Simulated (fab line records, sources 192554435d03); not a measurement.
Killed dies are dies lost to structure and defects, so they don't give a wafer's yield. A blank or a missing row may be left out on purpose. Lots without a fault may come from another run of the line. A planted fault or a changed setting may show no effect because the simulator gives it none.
One fault seen from 3 desks | flow n5_finfet | each desk has only its own numbers; what lay behind them comes last

THE DEFECT DESK
What the inspections along the route counted, lot by lot: means of the sampled wafers that have a number. A lot is out of limits, marked OUT, if its mean lies more than 4 standard deviations from the usual mean; the brackets give that distance.
Columns: A = raw_defect_count at N5_ZERO_LAYER_INSPECT_20, usual 38; B = raw_defect_count at N5_WELL_APT_INSPECT_10, usual 2.0
lot  | first seen here | A  | B
L566 | day 3 01:39     | 31 | 1.3
L567 | day 3 07:29     | 44 | 0.3
L571 | day 4 07:23     | 36 | 2.7
L572 | day 4 13:15     | 27 | 0.7
L575 | day 5 07:23     | 34 | 3.7
L583 | day 7 07:15     | 32 | 2.0
This desk's finding: nothing out of limits on any of the 6 lots.

THE TOOL OWNER'S DESK: litho_track-04
The tool's own readings at N5_WELL_APT_PEB_06 (peb time 90 s): means of the sampled wafers that have a number, for each lot that ran on this tool. A lot is out of limits, marked OUT, if its mean lies more than 4 standard deviations from the usual mean; the brackets give that distance.
Columns: A = chill_plate_temp_C at N5_WELL_APT_PEB_06, usual 23.00 C; B = exhaust_pa at N5_WELL_APT_PEB_06, usual 45.3 Pa
lot  | first seen here | A     | B
L567 | day 3 07:40     | 22.99 | 45.0
L571 | day 4 07:34     | 22.96 | 45.5
L572 | day 4 13:34     | 22.94 | 45.5
This desk's finding: nothing out of limits on any of the 3 lots.

THE METROLOGY DESK
What the gauges read, lot by lot, whatever tool the lot ran on: means of the sampled wafers that have a number. A lot is out of limits, marked OUT, if its mean lies more than 4 standard deviations from the usual mean; the brackets give that distance.
Columns: A = cd_nm at N5_ZERO_LAYER_CD_MEAS_11, usual 1999.7 nm; B = cd_nm at N5_WELL_APT_CD_MEAS_08, usual 200.1 nm; C = NWELL_OVL at N5_WELL_APT_OVL_MEAS_09, usual -7 nm
lot  | first seen here | A      | B     | C
L566 | day 3 00:41     | 2000.4 | 202.0 | -2
L567 | day 3 06:50     | 2000.5 | 201.6 | -8
L571 | day 4 06:46     | 1996.7 | 205.3 | -2
L572 | day 4 12:38     | 2000.9 | 203.2 | -11
L575 | day 5 06:46     | 2001.1 | 201.0 | -4
L583 | day 7 06:38     | 1998.9 | 200.2 | -7
This desk's finding: nothing out of limits on any of the 6 lots.

PUT TOGETHER
The defect desk saw nothing out of limits.
The tool owner's desk saw nothing out of limits.
The metrology desk saw nothing out of limits.

WHAT THE SIMULATOR HAD PUT IN
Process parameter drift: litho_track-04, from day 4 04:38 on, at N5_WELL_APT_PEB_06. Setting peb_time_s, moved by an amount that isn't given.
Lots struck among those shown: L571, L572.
